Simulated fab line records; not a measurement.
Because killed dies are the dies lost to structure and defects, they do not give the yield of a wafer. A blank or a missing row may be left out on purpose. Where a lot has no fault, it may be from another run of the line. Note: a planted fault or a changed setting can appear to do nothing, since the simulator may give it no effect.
Chamber matching :: flow n5 finfet :: 4 sister chambers for N5_BEOL_M12_ETCH_67 on rie diel-05
The step etches SiARC in CF4, target depth 143 nm, time 238.3 s. 4 wafers are shown with their chamber, then 9 later ones without.

== WAFERS, EACH WITH ITS CHAMBER ==
wafer: L074.4
chamber: 2
throttle valve pct (%): 15.47

wafer: L081.5
chamber: 3
throttle valve pct (%): 15.41

wafer: L083.3
chamber: 0
throttle valve pct (%): 15.33

wafer: L083.4
chamber: 1
throttle valve pct (%): 16.07

== WAFERS WITH NO CHAMBER GIVEN ==
wafer: L086.1
throttle valve pct (%): 16.09

wafer: L086.3
throttle valve pct (%): 15.51

wafer: L086.5
throttle valve pct (%): 15.34

wafer: L096.1
throttle valve pct (%): 16.13

wafer: L096.2
throttle valve pct (%): 15.54

wafer: L096.6
throttle valve pct (%): 15.37

wafer: L097.1
throttle valve pct (%): 15.02

wafer: L097.3
throttle valve pct (%): 15.39

wafer: L097.5
throttle valve pct (%): 15.56

== THE CHAMBER EACH PASSED THROUGH ==
wafer: L086.1
from the rows above: 1
in truth: 1

wafer: L086.3
from the rows above: can't be placed: 2 or 3 or 0
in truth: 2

wafer: L086.5
from the rows above: can't be placed: 0 or 3 or 2
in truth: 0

wafer: L096.1
from the rows above: 1
in truth: 1

wafer: L096.2
from the rows above: can't be placed: 2 or 3 or 0
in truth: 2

wafer: L096.6
from the rows above: can't be placed: 0 or 3 or 2
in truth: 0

wafer: L097.1
from the rows above: can't be placed: 0 or 3 or 2
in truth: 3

wafer: L097.3
from the rows above: can't be placed: 3 or 0 or 2
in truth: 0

wafer: L097.5
from the rows above: can't be placed: 2 or 3 or 0
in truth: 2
Placed correctly: 2 of 9. Cannot be placed on the basis of these rows: 7; the candidates contain the true chamber in 7. Number placed wrongly: 0.
How it was worked out, from the rows above alone: a wafer's distance from a chamber is the root of the sum, over the readings, of the square of ((its reading less the chamber's mean) divided by the reading's scatter). The wafer belongs to the nearest chamber; if the next one is less than 2 further off, it can't be placed. Each chamber's mean is taken over the wafers shown for it. The scatter: with one shown wafer a chamber, the root of the mean of the squares of how far each hidden wafer lies from its nearest shown one.
